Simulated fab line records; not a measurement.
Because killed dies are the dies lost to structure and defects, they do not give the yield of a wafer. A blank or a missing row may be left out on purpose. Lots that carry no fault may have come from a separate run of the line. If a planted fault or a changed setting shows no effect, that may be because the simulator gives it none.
Chamber matching -- flow n5Finfet -- N5_HKMG_FIN_STRIP_90 on rieDiel-04: 4 sister chambers
The step strips SOC in N2/H2, time 20 s. 4 wafers are shown with their chamber, then 12 later ones without.

WAFERS, EACH WITH ITS CHAMBER
wafer,chamber,drypumpMotorCurrentA (A)
L087.1,3,5.6
L087.3,2,5.9
L087.5,0,5.4
L087.6,1,6.0

WAFERS MISSING THEIR CHAMBER
wafer,drypumpMotorCurrentA (A)
L089.1,6.0
L089.4,5.4
L089.6,6.0
L093.1,5.9
L093.5,6.0
L093.6,5.6
L094.1,5.5
L094.2,5.9
L094.3,5.6
L094.4,6.0
L094.5,5.6
L094.6,5.5

WHICH CHAMBER EACH ONE RAN IN
wafer,from the rows above,in truth
L089.1,1,1
L089.4,0,0
L089.6,1,1
L093.1,2,2
L093.5,1,1
L093.6,3,3
L094.1,can't be placed: 0 or 3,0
L094.2,2,2
L094.3,3,3
L094.4,1,1
L094.5,3,3
L094.6,can't be placed: 0 or 3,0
10 of 12 placed correctly. Unplaceable from these rows: 2, with the true chamber sitting among the candidates in 2. Number placed wrongly: 0.
How it was worked out, from the rows above alone: a wafer's distance from a chamber is the root of the sum, over the readings, of the square of ((its reading less the chamber's mean) divided by the reading's scatter). If the next closest chamber is less than 2 further off than the closest, the wafer can't be placed; otherwise it belongs to the closest. The mean given for a chamber averages the wafers shown for that chamber. The scatter: root of mean squared gap, hidden wafer to nearest shown wafer, with one shown wafer a chamber.
